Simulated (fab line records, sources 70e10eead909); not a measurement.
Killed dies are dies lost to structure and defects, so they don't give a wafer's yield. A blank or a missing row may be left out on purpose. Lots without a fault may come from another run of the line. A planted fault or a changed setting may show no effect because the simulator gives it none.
Chamber matching | flow nand_harc | NHARC_A_CONTACT_CMP_20 on cmp-02: 4 sister chambers
The step polishes, t overpolish 30 s, target thk 300 nm. 4 wafers are shown with their chamber, then 10 later ones without.

WAFERS WITH THEIR CHAMBER
wafer  | chamber | motor_current_A (A)
L088.2 | 0       | 13.7
L088.4 | 2       | 12.4
L094.2 | 1       | 11.1
L094.4 | 3       | 13.7

WAFERS WITHOUT THEIR CHAMBER
wafer  | motor_current_A (A)
L094.5 | 11.6
L096.2 | 13.1
L096.3 | 11.2
L096.5 | 11.2
L095.3 | 13.0
L095.5 | 13.4
L095.6 | 11.2
L097.2 | 12.6
L097.3 | 11.2
L097.4 | 12.5

WHICH CHAMBER EACH WENT THROUGH
wafer  | from the rows above          | in truth
L094.5 | can't be placed: 1 or 2      | 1
L096.2 | can't be placed: 0 or 3 or 2 | 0
L096.3 | 1                            | 1
L096.5 | 1                            | 1
L095.3 | can't be placed: 2 or 0 or 3 | 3
L095.5 | can't be placed: 0 or 3      | 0
L095.6 | 1                            | 1
L097.2 | 2                            | 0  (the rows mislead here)
L097.3 | 1                            | 1
L097.4 | 2                            | 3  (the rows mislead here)
Placed correctly: 4 of 10. Can't be placed from these rows: 4 (the true chamber is among the candidates in 4). Placed wrongly: 2.
How it was worked out, from the rows above alone: a wafer's distance from a chamber is the root of the sum, over the readings, of the square of ((its reading less the chamber's mean) divided by the reading's scatter). The wafer belongs to the nearest chamber; if the next one is less than 2 further off, it can't be placed. A chamber's mean is the mean of its shown wafers. The scatter: with one shown wafer a chamber, the root of the mean of the squares of how far each hidden wafer lies from its nearest shown one.
